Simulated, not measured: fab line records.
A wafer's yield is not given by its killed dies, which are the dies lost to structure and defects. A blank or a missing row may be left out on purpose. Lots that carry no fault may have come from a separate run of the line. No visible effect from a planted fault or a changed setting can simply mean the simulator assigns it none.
fab line records	flow n5-finfet
[record] lots = 7	wafers = 18	last-day = 17
route steps=1938 shown BEOL_M15@1808
lots that met no fault: from a run of the same line without faults
start-h: start of the lot's first displayed wafer, in hours after the record's first day	wait-h: hours since the lot's step before	" repeats the value in the row above	L1.1+2: a row that stands for several wafers	- no value, or no start was given	* or withheld: withheld	< > ~ a bound
route shown NAME@n: NAME is a module with steps in the file, n the number in the route of the first one	usual: mean and standard deviation over wafers with no fault	same: alike in all rows	chamber/n: place in a boat	sites: each site's reading	_std_site: their standard deviation	_edge_site: outer sites' mean less inner sites'	radius-mm: for every site, how far away it sits from the centre of the wafer	mask NAME#n: copy n	behind: the last tool/chamber to shape the wafer	hold: what put the lot on hold/how long, in hours/how the hold closed	device: which transistor (n, p or np) failed to switch	end of line: at the end of the route, the tests of the same wafers	a step without rows: its recipe alone	killed: not the wafer's yield, but the dies lost to structure and defects at the first sort	map: the dies of a wafer, with x for killed, . for not killed, _ for no die there
set.NAME: the setting that was run; set.NAME@STEP: the one run at that earlier step	model.NAME: the simulator's own value behind a step, which no gauge read
lots at selected steps of the route; one table per step, one row per wafer
services: from which hour (start-h, from the record's first day; less than 0 if before it) a tool's chamber was out of use, for how many hours, and why
[[steps]]
[step N5_BEOL_M15_ETCH_61]
[recipe] chemistry = N2/H2	target = BARC	target-depth-a = 890	overetch-a = 267	time-s = 67.9	ion-energy-ev = 200	pressure-mtorr = 30	source-w = 840	bias-w = 150	n2-flow-sccm = 200	h2-flow-sccm = 200
[step N5_BEOL_M15_TRENCH_ETCH_34]
[recipe] chemistry = C4F8/O2/Ar	target = SiO2	target-depth-a = 8729.3	he-inner-torr = 15	he-outer-torr = 30	time-s = 199	ion-energy-ev = 800	pressure-mtorr = 20	source-w = 1905	bias-w = 2040	Ar_flow_sccm = 400	C4F8_flow_sccm = 16	O2_flow_sccm = 12
[usual] O2_flow_sccm = 12.00/0.039	drypump-motor-current-A = 5.6/0.47	he-inner-torr = 15.00/0.031	he-outer-torr = 30.00/0.06	mfc-ar-sccm = 400.0/1.2	oes_f_703_au = 0.82/0.091	oes-product-au = 0.82/0.091	rf-vpp-V = 2230/59	showerhead-plenum-p-Torr = 3.48/0.11	throttle-valve-pct = 30.9/0.33
lot.wafer	tool	chamber	start-h	wait-h	O2_flow_sccm	drypump-motor-current-A	he-inner-torr	he-outer-torr	mfc-ar-sccm	oes_f_703_au	oes-product-au	rf-hours-counter-h	rf-vpp-V	showerhead-plenum-p-Torr	throttle-valve-pct
L831.3	rie-diel-02	3	277.45	0.0	11.99	5.4	15.01	30.06	403.3	0.83	0.85	64	2241	3.60	30.6
L831.4	"	2	"	"	11.97	5.6	14.95	30.00	399.1	0.95	0.95	10	2184	3.40	31.1
L831.5	"	3	"	"	12.01	5.4	15.05	30.06	402.4	0.83	0.84	-	2241	3.60	30.6
L832.1	rie-diel-05	2	284.41	0.0	11.98	5.8	14.97	29.99	398.4	0.89	0.87	50	2174	3.33	30.5
L832.5	"	3	"	"	11.97	5.3	15.04	30.01	399.3	0.97	0.93	-	2198	3.34	30.8
L832.6	"	0	"	"	11.94	6.4	14.99	29.97	399.9	0.68	0.69	-	2298	3.57	31.5
L837.3	rie-diel-02	1	314.49	0.0	11.99	5.9	15.04	29.89	400.5	0.71	0.69	221	2200	3.54	31.2
L837.4	"	0	"	"	12.00	6.0	15.07	29.99	398.8	0.69	0.70	229	2262	3.40	31.2
L839.2	rie-diel-05	0	318.70	0.0	12.00	6.5	14.99	29.95	400.2	0.67	0.68	235	2298	3.56	31.5
L839.4	"	3	"	"	12.01	5.3	15.03	29.85	399.1	0.94	0.90	-	2197	3.33	30.8
L843.4	rie-diel-04	0	336.13	0.0	11.98	5.3	15.03	29.99	399.6	0.86	0.84	55	2329	3.61	30.5
L843.6	"	0	"	"	12.04	5.3	14.99	30.05	398.7	0.86	0.84	-	2329	3.61	30.5
L848.2	rie-diel-04	0	376.78	0.0	12.04	5.3	14.98	30.01	398.8	0.84	0.85	67	2329	3.60	30.5
L848.3	"	3	"	"	12.01	5.0	15.00	29.91	401.1	0.76	0.81	90	2261	3.51	30.8
L848.6	"	3	"	"	12.01	5.0	14.99	30.08	400.3	0.75	0.81	-	2260	3.51	30.8
L852.3	rie-diel-05	1	404.11	0.0	12.02	5.5	14.99	30.07	400.3	0.87	0.91	22	2203	3.34	30.6
L852.4	"	2	"	"	11.96	5.8	15.03	30.02	396.7	0.85	0.81	89	2174	3.31	30.6
L852.6	"	3	"	"	12.08	5.3	15.00	29.96	399.2	0.89	0.85	-	2196	3.32	30.8
[step N5_BEOL_M15_STRIP_36]
[recipe] chemistry = O2	power-w = 600	temp-c = 60	pressure-mtorr = 30	rf-frequency-hz = 6e+07	bias-power-w = 0	overash-fraction = 0.3	o2-flow-sccm = 225
[usual] drypump-motor-current-A = 5.6/0.47	oes-product-au = 0.83/0.099	rf-vpp-V = 3.7/0.89	showerhead-plenum-p-Torr = 2.12/0.08	throttle-valve-pct = 16.63/0.28
lot.wafer	tool	chamber	start-h	wait-h	drypump-motor-current-A	oes-product-au	rf-hours-counter-h	rf-vpp-V	showerhead-plenum-p-Torr	throttle-valve-pct
L831.3	rie-diel-04	3	282.39	4.7	5.0	0.84	60	3.9	2.09	16.08
L831.4	"	2	"	"	4.9	0.77	119	4.0	2.14	16.77
L831.5	"	1	"	"	6.2	0.99	-	2.7	2.26	16.68
L832.1	rie-diel-05	0	287.04	2.4	6.4	0.68	225	3.3	2.15	17.06
L832.5	"	2	"	"	5.7	0.84	-	4.1	2.02	16.28
L832.6	"	1	"	"	5.6	0.67	-	3.9	2.05	16.74
L837.3	rie-diel-02	3	315.92	1.2	5.4	0.83	75	4.2	2.22	16.57
L837.4	"	0	"	"	6.0	0.71	230	4.0	2.07	16.92
L839.2	rie-diel-02	1	319.49	0.6	5.9	0.68	222	3.7	2.15	16.96
L839.4	"	3	"	"	5.3	0.81	76	4.0	2.22	16.55
L843.4	rie-diel-05	1	337.52	1.2	5.5	1.02	-	2.1	2.04	16.34
L843.6	"	2	"	"	5.7	0.84	-	4.0	2.02	16.29
L848.2	rie-diel-04	3	379.85	2.9	5.0	0.80	90	3.6	2.08	16.12
L848.3	"	2	"	"	4.9	0.75	149	3.5	2.12	16.84
L848.6	"	1	"	"	6.2	0.90	-	4.0	2.25	16.74
L852.3	rie-diel-04	0	404.33	0.0	5.3	0.84	74	4.7	2.24	16.41
L852.4	"	3	"	"	5.0	0.80	97	3.0	2.08	16.13
L852.6	"	2	"	"	4.9	0.76	-	4.4	2.12	16.86
[step N5_BEOL_M15_STRIP_62]
[recipe] chemistry = O2	power-w = 600	temp-c = 60	pressure-mtorr = 30	rf-frequency-hz = 6e+07	bias-power-w = 0	overash-fraction = 0.3	o2-flow-sccm = 225
[step N5_BEOL_M15_STRIP_37]
[recipe] chemistry = O2	power-w = 600	temp-c = 60	pressure-mtorr = 30	rf-frequency-hz = 6e+07	bias-power-w = 0	overash-fraction = 0.3	o2-flow-sccm = 225
[usual] drypump-motor-current-A = 5.6/0.47	oes-product-au = 0.83/0.098	rf-vpp-V = 3.6/0.7	showerhead-plenum-p-Torr = 2.12/0.08	throttle-valve-pct = 16.63/0.28
lot.wafer	tool	chamber	start-h	wait-h	drypump-motor-current-A	oes-product-au	rf-hours-counter-h	rf-vpp-V	showerhead-plenum-p-Torr	throttle-valve-pct
L831.3	rie-diel-04	3	-	-	5.0	0.84	60	3.9	2.09	16.07
L831.4	"	2	"	"	4.9	0.77	119	3.5	2.14	16.79
L831.5	"	1	"	"	6.2	0.99	-	2.9	2.26	16.66
L832.1	rie-diel-05	0	-	-	6.5	0.69	225	3.2	2.16	17.07
L832.5	"	2	"	"	5.8	0.85	-	2.7	2.02	16.29
L832.6	"	1	"	"	5.5	0.68	-	3.3	2.05	16.72
L837.3	rie-diel-02	3	-	-	5.4	0.82	75	4.2	2.22	16.54
L837.4	"	0	"	"	6.0	0.71	230	2.6	2.07	16.91
L839.2	rie-diel-02	1	-	-	5.9	0.69	222	4.6	2.15	16.97
L839.4	"	3	"	"	5.4	0.83	76	3.0	2.22	16.57
L843.4	rie-diel-05	1	-	-	5.5	0.99	-	4.1	2.04	16.33
L843.6	"	2	"	"	5.8	0.84	-	4.5	2.02	16.32
L848.2	rie-diel-04	3	-	-	5.0	0.80	90	3.4	2.08	16.13
L848.3	"	2	"	"	4.9	0.76	149	4.2	2.13	16.84
L848.6	"	1	"	"	6.2	0.91	-	2.9	2.25	16.72
L852.3	rie-diel-04	0	-	-	5.3	0.83	74	3.1	2.24	16.43
L852.4	"	3	"	"	5.0	0.79	97	4.0	2.08	16.11
L852.6	"	2	"	"	4.9	0.75	-	4.2	2.12	16.83
[step N5_BEOL_M15_ETCH_38]
[recipe] chemistry = CF4/N2	target = SiCN	target-depth-a = 1064	taper-deg = 2	time-s = 120.5	ion-energy-ev = 150	mask-material = SiO2	pressure-mtorr = 40	source-w = 430	bias-w = 70	Ar_flow_sccm = 100	cf4-flow-sccm = 60	n2-flow-sccm = 60
[step N5_BEOL_M15_PRECLEAN_39]
[recipe] chemistry = residue-remover	time-s = 60	temp-c = 40
[step N5_BEOL_M15_SRD_40]
[recipe] time-s = 30	temp-c = 23	rinse-liquid = diw	dry = n2-spin	spin-rpm = 1500	dry-time-s = 30
[step N5_BEOL_M15_DEGAS_41]
[recipe] ambient = vacuum	temp-c = 300	time-s = 60
[usual] heater-power-w = 472/62
lot.wafer	tool	chamber	start-h	wait-h	heater-power-w
L831.3	pvd-sputter-03	-	283.09	0.4	430
L831.4	"	-	"	"	501
L831.5	"	-	"	"	417
L832.1	pvd-sputter-02	-	287.65	0.3	428
L832.5	"	-	"	"	493
L832.6	"	-	"	"	550
L837.3	pvd-sputter-02	-	316.78	0.5	435
L837.4	"	-	"	"	404
L839.2	pvd-sputter-02	-	320.00	0.2	424
L839.4	"	-	"	"	561
L843.4	pvd-sputter-02	-	338.11	0.3	474
L843.6	"	-	"	"	427
L848.2	pvd-sputter-03	-	380.43	0.3	421
L848.3	"	-	"	"	443
L848.6	"	-	"	"	494
L852.3	pvd-sputter-01	-	404.83	0.2	437
L852.4	"	-	"	"	480
L852.6	"	-	"	"	645
[step N5_BEOL_M15_PRE_CLEAN_42]
[recipe] gas = H2/He	time-s = 30	temp-c = 300
[step N5_BEOL_M15_SPUTTER_43]
[recipe] material = TaN	target-thk-a = 150	temp-c = 50	bias-v = 168.6	power-w = 15000	chamber-pressure-pa = 0.12	time-s = 24.19
[usual] throttle-valve-pct = 30.3/0.86
lot.wafer	tool	chamber	start-h	wait-h	throttle-valve-pct
L831.3	pvd-sputter-03	-	283.17	0.0	32.4
L831.4	"	-	"	"	30.8
L831.5	"	-	"	"	30.9
L832.1	pvd-sputter-02	-	287.73	0.0	29.4
L832.5	"	-	"	"	29.8
L832.6	"	-	"	"	30.8
L837.3	pvd-sputter-02	-	316.86	0.0	29.8
L837.4	"	-	"	"	30.0
L839.2	pvd-sputter-02	-	320.08	0.0	29.7
L839.4	"	-	"	"	30.8
L843.4	pvd-sputter-02	-	338.19	0.0	29.9
L843.6	"	-	"	"	29.6
L848.2	pvd-sputter-03	-	380.51	0.0	30.9
L848.3	"	-	"	"	31.2
L848.6	"	-	"	"	30.9
L852.3	pvd-sputter-01	-	404.91	0.0	28.3
L852.4	"	-	"	"	29.4
L852.6	"	-	"	"	30.3
[step N5_BEOL_M15_SPUTTER_44]
[recipe] material = Ta	target-thk-a = 150	temp-c = 50	bias-v = 80	power-w = 15000	chamber-pressure-pa = 0.07	time-s = 24.19
[usual] throttle-valve-pct = 30.3/0.85
lot.wafer	tool	chamber	start-h	wait-h	throttle-valve-pct	model.Ta_of_BEOL_M15_SPUTTER_44.thk-nm
L831.3	pvd-sputter-03	-	283.25	0.0	31.9	15
L831.4	"	-	"	"	30.6	14.8
L831.5	"	-	"	"	31.1	15
L832.1	pvd-sputter-02	-	287.81	0.0	29.5	15.2
L832.5	"	-	"	"	29.8	15.2
L832.6	"	-	"	"	30.8	14.8
L837.3	pvd-sputter-02	-	316.94	0.0	29.6	15
L837.4	"	-	"	"	29.8	8.2
L839.2	pvd-sputter-02	-	320.16	0.0	29.5	8.4
L839.4	"	-	"	"	30.9	8
L843.4	pvd-sputter-02	-	338.27	0.0	29.8	8.8
L843.6	"	-	"	"	29.6	15
L848.2	pvd-sputter-03	-	380.59	0.0	30.9	14.6
L848.3	"	-	"	"	31.2	14.4
L848.6	"	-	"	"	30.5	14.6
L852.3	pvd-sputter-01	-	404.99	0.0	28.3	14.8
L852.4	"	-	"	"	29.5	15.4
L852.6	"	-	"	"	30.1	15.4
[step N5_BEOL_M15_SPUTTER_45]
[recipe] material = Cu	target-thk-a = 1000	temp-c = -20	bias-v = 60	power-w = 26000	chamber-pressure-pa = 0.13	time-s = 16.67
[step N5_BEOL_M15_ECD_47]
[recipe] material = Cu	target-thk-a = 18600
[step N5_BEOL_M15_ANNEAL_48]
[recipe] temp-c = 225	time-s = 90	ambient = N2
[step N5_BEOL_M15_CMP_49]
[recipe] stop-on = SiO2	t-overpolish-s = 4.9	down-force-psi = 2	platen-rpm = 80	clearing-platen-down-force-psi = 2	clearing-platen-rpm = 80	post-cmp-clean = cu-alkaline	target-thk-nm = 850	clearing-platen-pad-velocity-m-s = 1.5917	pad-velocity-m-s = 1.5917
[usual] barrier-field-endpoint-s = 11.34/0.25	motor-current-A = 8.1/0.58
lot.wafer	tool	chamber	start-h	wait-h	barrier-field-endpoint-s	motor-current-A
L831.4	cmp-04	3	284.33	0.1	11.43	9.0
L831.3	"	2	"	"	11.40	7.7
L831.5	"	3	"	"	11.07	8.7
L832.1	cmp-01	3	288.62	0.3	11.44	7.7
L832.6	"	1	"	"	11.70	8.7
L832.5	"	2	"	"	11.36	8.4
L837.3	cmp-03	3	317.67	0.2	11.05	7.4
L837.4	"	2	"	"	8.82	8.4
L839.2	cmp-04	1	320.89	0.2	8.74	7.7
L839.4	"	2	"	"	8.45	8.0
L843.4	cmp-03	1	339.01	0.1	9.17	9.3
L843.6	"	2	"	"	11.66	8.5
L848.2	cmp-04	2	381.32	0.2	11.69	7.8
L848.3	"	0	"	"	11.58	7.6
L848.6	"	2	"	"	11.44	7.8
L852.3	cmp-03	0	405.76	0.2	11.23	7.2
L852.4	"	1	"	"	11.72	9.9
L852.6	"	0	"	"	11.75	7.1
[step N5_BEOL_M15_THK_MEAS_50]
[recipe] thk-meas-gauge = xrf	reads = Cu_of_BEOL_M15_ECD_47
[usual] M15_THK = 848/18
lot.wafer	tool	chamber	start-h	wait-h	M15_THK[nm]
L831.3	film-metro-02	-	284.63	-	860
L831.4	"	-	"	"	878
L831.5	"	-	"	"	857
L832.1	film-metro-01	-	288.84	-	853
L832.5	"	-	"	"	853
L832.6	"	-	"	"	827
L837.3	film-metro-01	-	317.97	-	822
L837.4	"	-	"	"	832
L839.2	film-metro-02	-	321.19	-	832
L839.4	"	-	"	"	862
L843.4	film-metro-02	-	339.30	-	834
L843.6	"	-	"	"	825
L848.2	film-metro-01	-	381.62	-	852
L848.3	"	-	"	"	848
L848.6	"	-	"	"	855
L852.3	film-metro-02	-	406.02	-	859
L852.4	"	-	"	"	838
L852.6	"	-	"	"	852
[[services]]
tool	chamber	start-h	hours	kind
cmp-03	-	261.62	0.7	repair
rie-diel-02	2	266.68	5.1	repair
cmp-03	-	272.80	6.5	pm
cmp-04	-	276.78	0.6	repair
cmp-03	-	286.88	18.2	pm
cmp-01	-	294.23	3.9	repair
cmp-04	-	296.31	1.8	repair
cmp-01	-	298.98	4.0	pm
rie-diel-05	1	305.69	-	clean
rie-diel-05	1	305.69	-	consumable-replace:focus-ring
rie-diel-05	1	305.69	27.6	scheduled-down
rie-diel-05	1	305.69	27.6	vent-cycle
cmp-01	-	313.44	1.2	repair
rie-diel-05	-	319.34	2.8	pm
rie-diel-04	0	324.21	1.2	repair
rie-diel-02	-	330.92	3.4	repair
cmp-04	-	341.81	5.5	pm
pvd-sputter-01	-	354.49	2.5	repair
cmp-01	-	367.52	13.8	pm
cmp-01	-	381.38	2.1	repair
cmp-04	-	383.28	0.5	repair
cmp-01	-	389.41	6.3	repair
cmp-04	-	404.16	0.8	repair
rie-diel-05	2	405.28	21.1	repair
[[key]]
[first-sign] step = N5_BEOL_M15_CMP_49	reading = barrier-field-endpoint-s	direction = down	sigmas = 10	usual = 11.34	struck = 8.80
effect none on later readings
[model-effect] step = N5_BEOL_M15_SPUTTER_44	value = Ta_of_BEOL_M15_SPUTTER_44.thk-nm	without = 14.95	struck = 8.35
met-at N5_BEOL_M15_SPUTTER_44
struck-wafers L837.4,L839.2,L839.4,L843.4
onset-between 287.81 316.94
[fault] kind = process-parameter-drift	tool = pvd-sputter-02	chamber = -	onset-h = 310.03	steps = N5_BEOL_M15_SPUTTER_44	channel = time-s	offset = *	shape = step	end-h = 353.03	scope = struck-wafers-only	acts-in = *	stated = *
